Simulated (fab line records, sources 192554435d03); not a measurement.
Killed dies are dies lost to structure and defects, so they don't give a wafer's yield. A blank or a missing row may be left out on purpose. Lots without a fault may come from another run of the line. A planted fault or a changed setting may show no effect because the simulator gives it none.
A struck lot beside a sound one | flow n5_finfet | 16 steps out of a route of 1938
Sound: wafers L672.2, L672.3, L672.4. Struck: wafers L679.2, L679.4, L679.6. The cause comes at the end.
At each step with rows: each side's tool, then ch and its chambers, then its first start. Under that, the readings that differ: sound wafers | struck wafers | difference of the means | sigmas: that difference in standard deviations of wafers without a fault.
alike: readings whose means differ by less than 2 such deviations, and words and numbers that are the same on both sides. not compared: withheld readings, readings that some wafer has no value for, bounds like >300 that may hide the same value, and numbers for which the record gives no deviation and whose values overlap.
The two part at a step that has a row with sigmas, a row that says differs or no value, or rows on one side only. Numbers that don't overlap but have no deviation are shown without sigmas and don't part them. A reading that every wafer of one side lacks parts them only if that side has two wafers or more.

N5_WELL_APT_CD_MEAS_25: target cd 200 nm.
  sound on cd_sem-01 ch 0, day 2 03:44; struck on cd_sem-03 ch 0, day 3 20:50
  alike: cd_nm
N5_WELL_APT_OVL_MEAS_26:
  sound on overlay-01 ch 0, day 2 03:46; struck on overlay-01 ch 0, day 3 20:52
  alike: PWELL_OVL
N5_WELL_APT_INSPECT_27: inspects for defects (macro).
  sound on defect_inspect-02, day 2 03:47; struck on defect_inspect-01, day 3 20:53
  alike: raw_defect_count
N5_WELL_APT_DESCUM_30: chemistry O2, time 7.9 s.
  sound on rie_diel-02 ch 0,1,3, day 2 04:10; struck on rie_diel-05 ch 1,3, day 3 20:55
  alike: drypump_motor_current_A, oes_product_au, rf_vpp_V, showerhead_plenum_p_Torr, throttle_valve_pct
  not compared: rf_hours_counter_h
then, 3 steps without rows for these wafers: N5_WELL_APT_IMPLANT_31; N5_WELL_APT_IMPLANT_32; N5_WELL_APT_STRIP_33 (strips in SPM, time 900 s).
N5_WELL_APT_RTA_34: time 10 s.
  sound on rtp_anneal-02 ch 0, day 2 04:57; struck on rtp_anneal-02 ch 0, day 3 21:44
  alike: lamp_power_pct, lamp_zone_1_pct, lamp_zone_3_pct, lamp_zone_4_pct, wafer_temp_C_max
then, 4 steps without rows for these wafers: N5_WELL_APT_OXIDE_STRIP_42 (strips SiO2 in dHF, time 45 s, target depth 12 nm); N5_WELL_APT_PRECLEAN_36 (cleans in O3/DIW, time 45 s); N5_WELL_APT_PRECLEAN_39 (cleans in dHF, time 60 s); N5_WELL_APT_SRD_37 (time 30 s).
N5_WELL_APT_EPI_41: deposits Si from SiH4/H2, target thk 50 nm, time 297.7 s.
  sound on epi_rpcvd-02 ch 0, day 2 05:16; struck on epi_rpcvd-01, day 3 22:05
  no value came back on the struck wafers for chamber_pressure_Torr (Torr), lamp_inner_pct (%), throttle_valve_pct (%), time_s (s); on the sound wafers chamber_pressure_Torr (Torr) reads 20.05 20.07 19.97
N5_WELL_APT_INSPECT_38: inspects for defects (darkfield).
  sound on defect_inspect-02, day 2 05:49; struck on defect_inspect-01, day 3 22:47
  reading          | sound    | struck | difference | sigmas
  raw_defect_count | 21 24 14 | 7 2 9  | -14        | -3
N5_BEOL_M4_RC_MEAS_101:
  the record has rows for the sound wafers here (prober-02 ch 0, day 8 20:32) and none for the struck ones
-- the record jumps here: 13 days lie between the struck wafers' starts before and after (it left off in module BEOL_M4 and takes up again in module PASSIVATION, whose first step shown is number 1936 of the route) --
N5_PASSIVATION_PROBE_49:
  the record has rows for the struck wafers here (prober-02, day 16 14:56) and none for the sound ones

WHERE THEY PART
First at N5_WELL_APT_EPI_41; last, within this record, at N5_PASSIVATION_PROBE_49.

WHY: what the simulator had put in
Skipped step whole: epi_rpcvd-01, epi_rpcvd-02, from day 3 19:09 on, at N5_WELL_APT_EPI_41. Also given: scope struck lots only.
